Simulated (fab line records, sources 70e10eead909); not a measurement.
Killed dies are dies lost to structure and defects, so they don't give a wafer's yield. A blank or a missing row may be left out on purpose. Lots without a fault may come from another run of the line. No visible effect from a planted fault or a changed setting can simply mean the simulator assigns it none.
fab line records + flow nand_harc + part 2 of 2: steps 24 to 30 of 30
record:
- lots: 5
- wafers: 15
- last_day: 32
route steps=1302 shown A_STAIRCASE@754
lots with no fault: from the same line, run without faults
start_h: start of the lot's first displayed wafer, in hours after the record's first day + wait_h: how many hours have passed since the lot's step before this one + " the same as in the row above + L1.1+2: several wafers, shown together as one row + - either no value or no given start + * or withheld: withheld + < > ~ a bound
route shown NAME@n: names a module that has steps shown in the file, with the first one's number in the route + usual: mean/standard deviation of fault-free wafers + same: alike in all rows + chamber/n: place in a boat + sites: readings site by site + _std_site: standard deviation across them + _edge_site: inner sites' mean taken away from outer sites' mean + radius_mm: how far each site lies from the wafer's centre + mask NAME#n: copy n + behind: the most recent tool/chamber to have shaped the wafer + hold: what put the lot on hold/how long, in hours/how the hold closed + device: the transistor (n, p or np) that didn't switch + end of line: the tests these same wafers got at the end of their route + a step with no rows: only its recipe + killed: the dies lost at the first sort to structure and to defects; this is not the yield of the wafer + map: shows each die of a wafer: x if killed, . if not, _ if none is there
set.NAME: the setting that was run; set.NAME@STEP: the one run at that earlier step + model.NAME: the simulator's own value behind a step, which no gauge read
certain route steps with their lots: each step a table, each wafer a row
services: from which hour (start_h, from the record's first day; less than 0 if before it) a tool's chamber was out of use, for how many hours, and why
== steps ==
step: NHARC_A_STAIRCASE_EBR_264
usual:
- chill_plate_temp_C: 23.00/0.13
- exhaust_pa: 45.4/0.95
| lot.wafer | tool           | chamber | start_h | wait_h | chill_plate_temp_C | exhaust_pa |
|-----------|----------------|---------|---------|--------|--------------------|------------|
| L076.3    | litho_track-03 | 0       | -       | -      | 23.09              | 45.2       |
| L076.4    | "              | 0       | "       | "      | 22.81              | 45.5       |
| L076.6    | "              | 0       | "       | "      | 23.05              | 46.3       |
| L079.2    | litho_track-02 | 0       | -       | -      | 23.15              | 44.9       |
| L079.5    | "              | 0       | "       | "      | 23.29              | 45.9       |
| L079.6    | "              | 0       | "       | "      | 23.17              | 46.1       |
| L083.1    | litho_track-07 | 0       | -       | -      | 23.07              | 45.3       |
| L083.2    | "              | 0       | "       | "      | 23.17              | 46.3       |
| L083.5    | "              | 0       | "       | "      | 23.07              | 45.0       |
| L086.3    | litho_track-07 | 0       | -       | -      | 22.92              | 44.6       |
| L086.4    | "              | 0       | "       | "      | 22.86              | 45.2       |
| L086.5    | "              | 0       | "       | "      | 22.76              | 46.4       |
| L094.1    | litho_track-03 | 0       | -       | -      | 23.20              | 46.8       |
| L094.3    | "              | 0       | "       | "      | 23.08              | 45.5       |
| L094.4    | "              | 0       | "       | "      | 23.31              | 46.6       |
step: NHARC_A_STAIRCASE_EXPOSE_265
recipe:
- na: 0.5
- dose_mj: 25.01
- mask_id: CHOP_200
usual:
- focus_offset_nm: 0.1/0.5
- stage_vel_mm_s: 499.93/0.25
| lot.wafer | tool           | chamber | start_h | wait_h | mask       | focus_offset_nm | stage_vel_mm_s |
|-----------|----------------|---------|---------|--------|------------|-----------------|----------------|
| L076.3    | krf_scanner-01 | 0       | 397.04  | -      | CHOP_200#0 | 0.5             | 499.86         |
| L076.4    | "              | 0       | "       | "      | CHOP_200#0 | 0.1             | 499.97         |
| L076.6    | "              | 0       | "       | "      | CHOP_200#0 | 0.3             | 499.88         |
| L079.2    | krf_scanner-01 | 0       | 427.09  | -      | CHOP_200#0 | 0.1             | 499.88         |
| L079.5    | "              | 0       | "       | "      | CHOP_200#0 | 0.1             | 499.89         |
| L079.6    | "              | 0       | "       | "      | CHOP_200#0 | 0.2             | 499.76         |
| L083.1    | krf_scanner-03 | 0       | 454.53  | -      | CHOP_200#0 | 0.7             | 500.23         |
| L083.2    | "              | 0       | "       | "      | CHOP_200#0 | 1.2             | 499.82         |
| L083.5    | "              | 0       | "       | "      | CHOP_200#0 | -0.2            | 499.68         |
| L086.3    | krf_scanner-04 | 0       | 492.33  | -      | CHOP_200#0 | 1.3             | 499.81         |
| L086.4    | "              | 0       | "       | "      | CHOP_200#0 | -0.1            | 499.74         |
| L086.5    | "              | 0       | "       | "      | CHOP_200#0 | 0.2             | 499.97         |
| L094.1    | krf_scanner-01 | 0       | 581.17  | -      | CHOP_200#0 | 0.5             | 499.95         |
| L094.3    | "              | 0       | "       | "      | CHOP_200#0 | -0.4            | 500.19         |
| L094.4    | "              | 0       | "       | "      | CHOP_200#0 | 0.1             | 500.01         |
step: NHARC_A_STAIRCASE_PEB_266
recipe:
- peb_temp_c: 115
- peb_time_s: 130
usual:
- chill_plate_temp_C: 22.99/0.1
- exhaust_pa: 45.1/0.81
| lot.wafer | tool           | chamber | start_h | wait_h | chill_plate_temp_C | exhaust_pa |
|-----------|----------------|---------|---------|--------|--------------------|------------|
| L076.3    | litho_track-03 | 0       | 397.09  | 0.0    | 22.89              | 44.8       |
| L076.4    | "              | 0       | "       | "      | 22.92              | 45.9       |
| L076.6    | "              | 0       | "       | "      | 22.98              | 44.1       |
| L079.2    | litho_track-03 | 0       | 427.15  | 0.1    | 23.00              | 43.1       |
| L079.5    | "              | 0       | "       | "      | 22.87              | 42.1       |
| L079.6    | "              | 0       | "       | "      | 22.87              | 43.8       |
| L083.1    | litho_track-07 | 0       | 454.60  | 0.1    | 23.11              | 45.9       |
| L083.2    | "              | 0       | "       | "      | 22.92              | 44.9       |
| L083.5    | "              | 0       | "       | "      | 23.03              | 44.2       |
| L086.3    | litho_track-03 | 0       | 492.39  | 0.1    | 23.05              | 45.0       |
| L086.4    | "              | 0       | "       | "      | 22.93              | 45.1       |
| L086.5    | "              | 0       | "       | "      | 23.07              | 46.9       |
| L094.1    | litho_track-07 | 0       | 581.24  | 0.1    | 23.05              | 46.3       |
| L094.3    | "              | 0       | "       | "      | 23.06              | 45.2       |
| L094.4    | "              | 0       | "       | "      | 22.96              | 44.9       |
step: NHARC_A_STAIRCASE_DEVELOP_267
recipe:
- time_s: 140
usual:
- chill_plate_temp_C: 23.00/0.11
- exhaust_pa: 44.9/0.83
| lot.wafer | tool           | chamber | start_h | wait_h | chill_plate_temp_C | exhaust_pa |
|-----------|----------------|---------|---------|--------|--------------------|------------|
| L076.3    | litho_track-03 | 0       | -       | -      | 22.93              | 45.2       |
| L076.4    | "              | 0       | "       | "      | 22.84              | 45.2       |
| L076.6    | "              | 0       | "       | "      | 23.08              | 45.3       |
| L079.2    | litho_track-03 | 0       | -       | -      | 22.88              | 44.7       |
| L079.5    | "              | 0       | "       | "      | 23.18              | 43.0       |
| L079.6    | "              | 0       | "       | "      | 22.91              | 44.6       |
| L083.1    | litho_track-07 | 0       | -       | -      | 23.00              | 45.9       |
| L083.2    | "              | 0       | "       | "      | 23.05              | 44.7       |
| L083.5    | "              | 0       | "       | "      | 22.91              | 45.4       |
| L086.3    | litho_track-03 | 0       | -       | -      | 22.94              | 45.7       |
| L086.4    | "              | 0       | "       | "      | 22.93              | 45.5       |
| L086.5    | "              | 0       | "       | "      | 22.96              | 47.1       |
| L094.1    | litho_track-07 | 0       | -       | -      | 22.94              | 43.0       |
| L094.3    | "              | 0       | "       | "      | 22.99              | 44.1       |
| L094.4    | "              | 0       | "       | "      | 23.01              | 44.5       |
step: NHARC_A_STAIRCASE_HARDBAKE_269
recipe:
- temp_c: 120
- time_s: 140
usual:
- chill_plate_temp_C: 23.02/0.11
- exhaust_pa: 45.0/0.83
| lot.wafer | tool           | chamber | start_h | wait_h | chill_plate_temp_C | exhaust_pa |
|-----------|----------------|---------|---------|--------|--------------------|------------|
| L076.3    | litho_track-03 | 0       | 397.32  | -      | 23.04              | 43.9       |
| L076.4    | "              | 0       | "       | "      | 22.98              | 44.9       |
| L076.6    | "              | 0       | "       | "      | 22.94              | 44.6       |
| L079.2    | litho_track-03 | 0       | 427.39  | -      | 23.01              | 45.2       |
| L079.5    | "              | 0       | "       | "      | 23.14              | 45.3       |
| L079.6    | "              | 0       | "       | "      | 23.19              | 43.9       |
| L083.1    | litho_track-07 | 0       | 454.82  | -      | 22.97              | 45.6       |
| L083.2    | "              | 0       | "       | "      | 22.97              | 45.2       |
| L083.5    | "              | 0       | "       | "      | 22.96              | 45.3       |
| L086.3    | litho_track-03 | 0       | 492.61  | -      | 22.93              | 45.3       |
| L086.4    | "              | 0       | "       | "      | 23.11              | 45.4       |
| L086.5    | "              | 0       | "       | "      | 23.04              | 46.1       |
| L094.1    | litho_track-07 | 0       | 581.46  | -      | 22.76              | 43.5       |
| L094.3    | "              | 0       | "       | "      | 22.72              | 44.9       |
| L094.4    | "              | 0       | "       | "      | 22.67              | 44.6       |
step: NHARC_A_STAIRCASE_DESCUM_270
recipe:
- time_s: 3
- o2_flow_sccm: 200
- ar_flow_sccm: 0
- bias_power_w: 0
- chemistry: O2
usual:
- drypump_motor_current_A: 5.7/0.46
- oes_product_au: 1.006/0.011
- rf_vpp_V: 57.8/0.95
- showerhead_plenum_p_Torr: 1.94/0.087
- throttle_valve_pct: 11.312/0.0079
| lot.wafer | tool        | chamber | start_h | wait_h | drypump_motor_current_A | oes_product_au | rf_hours_counter_h | rf_vpp_V | showerhead_plenum_p_Torr | throttle_valve_pct |
|-----------|-------------|---------|---------|--------|-------------------------|----------------|--------------------|----------|--------------------------|--------------------|
| L076.4    | rie_diel-01 | 0       | 397.71  | -      | 4.7                     | 0.999          | 3                  | 58.5     | 1.92                     | 11.315             |
| L076.3    | "           | 2       | "       | "      | 5.9                     | 1.005          | 3                  | 58.2     | 2.06                     | 11.308             |
| L076.6    | "           | 0       | "       | "      | 4.7                     | 1.002          | -                  | 58.1     | 1.92                     | 11.315             |
| L079.2    | rie_diel-01 | 0       | 427.47  | -      | 4.7                     | 1.004          | 11                 | 57.2     | 1.91                     | 11.321             |
| L079.6    | "           | 0       | "       | "      | 4.7                     | 1.010          | -                  | 57.9     | 1.91                     | 11.308             |
| L079.5    | "           | 1       | "       | "      | 6.1                     | 0.998          | -                  | 57.1     | 1.88                     | 11.301             |
| L083.1    | rie_diel-02 | 0       | 454.91  | -      | 6.1                     | 1.018          | 15                 | 56.7     | 1.86                     | 11.317             |
| L083.2    | "           | 3       | "       | "      | 5.5                     | 1.002          | 19                 | 58.2     | 2.05                     | 11.300             |
| L083.5    | "           | 1       | "       | "      | 6.2                     | 1.011          | -                  | 56.9     | 1.92                     | 11.312             |
| L086.3    | rie_diel-02 | 2       | 492.71  | -      | 6.1                     | 1.014          | 31                 | 56.8     | 1.79                     | 11.307             |
| L086.4    | "           | 3       | "       | "      | 5.5                     | 0.993          | 30                 | 57.4     | 2.05                     | 11.296             |
| L086.5    | "           | 2       | "       | "      | 6.1                     | 1.010          | -                  | 57.6     | 1.79                     | 11.308             |
| L094.1    | rie_diel-01 | 2       | 581.55  | -      | 5.8                     | 0.988          | 7                  | 58.9     | 2.03                     | 11.315             |
| L094.3    | "           | 3       | "       | "      | 5.6                     | 0.990          | 7                  | 58.7     | 2.02                     | 11.326             |
| L094.4    | "           | 1       | "       | "      | 6.1                     | 1.016          | 5                  | 57.8     | 1.86                     | 11.304             |
step: NHARC_A_STAIRCASE_ETCH_271
recipe:
- cf4_flow_sccm: 100
- chf3_flow_sccm: 30
- ar_flow_sccm: 0
- rf_w: 500
- bias_w: 200
- chemistry: CF4/CHF3
usual:
- bias_w: 199.9/0.65
- chf3_flow_sccm: 30.01/0.085
- drypump_motor_current_A: 5.7/0.41
- oes_product_au: 0.949/0.021
- rf_fwd_power_W: 496.6/2.1
- rf_vpp_V: 371.6/2.5
- showerhead_plenum_p_Torr: 1.60/0.071
- throttle_valve_pct: 16.802/0.0094
| lot.wafer | tool        | chamber | start_h | wait_h | bias_w | chf3_flow_sccm | drypump_motor_current_A | oes_product_au | rf_fwd_power_W | rf_hours_counter_h | rf_vpp_V | showerhead_plenum_p_Torr | throttle_valve_pct |
|-----------|-------------|---------|---------|--------|--------|----------------|-------------------------|----------------|----------------|--------------------|----------|--------------------------|--------------------|
| L076.4    | rie_diel-01 | 0       | 397.90  | 0.2    | 200.0  | 30.07          | 4.7                     | 0.929          | 495.9          | 3                  | 371.3    | 1.58                     | 16.806             |
| L076.3    | "           | 2       | "       | "      | 198.9  | 30.15          | 5.9                     | 0.928          | 499.4          | 3                  | 375.0    | 1.68                     | 16.798             |
| L076.6    | "           | 0       | "       | "      | 200.0  | 30.04          | 4.7                     | 0.928          | 499.7          | -                  | 369.3    | 1.58                     | 16.814             |
| L079.2    | rie_diel-01 | 2       | 427.56  | 0.1    | 201.4  | 29.99          | 5.9                     | 0.973          | 497.8          | 11                 | 374.5    | 1.68                     | 16.792             |
| L079.6    | "           | 2       | "       | "      | 199.8  | 30.17          | 5.9                     | 0.976          | 497.0          | -                  | 373.9    | 1.68                     | 16.810             |
| L079.5    | "           | 3       | "       | "      | 199.9  | 29.92          | 5.6                     | 0.983          | 494.1          | -                  | 374.4    | 1.67                     | 16.801             |
| L083.2    | rie_diel-02 | 0       | 454.99  | 0.1    | 199.4  | 29.98          | 6.1                     | 0.931          | 493.8          | 15                 | 369.1    | 1.53                     | 16.799             |
| L083.1    | "           | 1       | "       | "      | 200.8  | 29.97          | 6.2                     | 0.933          | 497.9          | 14                 | 370.8    | 1.57                     | 16.826             |
| L083.5    | "           | 1       | "       | "      | 200.5  | 29.85          | 6.2                     | 0.956          | 497.4          | -                  | 372.1    | 1.58                     | 16.791             |
| L086.3    | rie_diel-02 | 3       | 492.83  | 0.1    | 198.5  | 29.89          | 5.5                     | 0.936          | 494.9          | 30                 | 375.2    | 1.68                     | 16.803             |
| L086.4    | "           | 1       | "       | "      | 200.0  | 30.20          | 6.2                     | 0.972          | 496.4          | 29                 | 370.9    | 1.57                     | 16.816             |
| L086.5    | "           | 3       | "       | "      | 200.2  | 29.96          | 5.5                     | 0.937          | 495.1          | -                  | 373.7    | 1.68                     | 16.813             |
| L094.4    | rie_diel-01 | 1       | 581.63  | 0.1    | 200.2  | 29.96          | 6.1                     | 0.990          | 495.8          | 5                  | 368.8    | 1.54                     | 16.808             |
| L094.1    | "           | 3       | "       | "      | 200.5  | 30.04          | 5.6                     | 0.965          | 496.1          | 7                  | 373.9    | 1.66                     | 16.813             |
| L094.3    | "           | 0       | "       | "      | 200.3  | 30.06          | 4.7                     | 0.977          | 499.9          | 5                  | 369.6    | 1.56                     | 16.796             |
== services ==
| tool            | chamber | start_h | hours | kind   |
|-----------------|---------|---------|-------|--------|
| rie_diel-01     | -       | 380.96  | 9.0   | pm     |
| rie_diel-02     | -       | 393.71  | 9.0   | pm     |
| krf_scanner-03  | -       | 396.00  | 4.0   | pm     |
| litho_track-02  | -       | 402.00  | 7.0   | pm     |
| wet_bench-04    | -       | 403.20  | 8.0   | pm     |
| pecvd-02        | -       | 408.13  | 13.0  | pm     |
| litho_track-07  | -       | 426.00  | 7.0   | pm     |
| acl_dep-02      | -       | 426.31  | 13.0  | pm     |
| rie_diel-01     | 0       | 429.08  | 2.5   | repair |
| pecvd-02        | 0       | 435.75  | 12.1  | repair |
| pecvd-02        | 0       | 449.84  | 5.2   | repair |
| litho_track-03  | -       | 450.00  | 7.0   | pm     |
| wet_bench-01    | -       | 453.60  | 8.0   | pm     |
| krf_scanner-01  | -       | 484.00  | 4.0   | pm     |
| krf_scanner-01  | -       | 493.99  | 2.7   | repair |
| rie_diel-02     | 0       | 511.33  | 1.3   | repair |
| wet_bench-07    | -       | 512.00  | 8.0   | pm     |
| krf_scanner-01  | -       | 517.39  | 1.0   | repair |
| plasma_asher-01 | -       | 521.60  | 9.0   | pm     |
| rie_diel-02     | 1       | 551.20  | 4.7   | repair |
| rie_diel-01     | -       | 557.96  | 9.0   | pm     |
| rie_diel-02     | -       | 570.74  | 9.0   | pm     |
| litho_track-02  | -       | 577.00  | 7.0   | pm     |
| plasma_asher-01 | -       | 580.76  | 1.7   | repair |
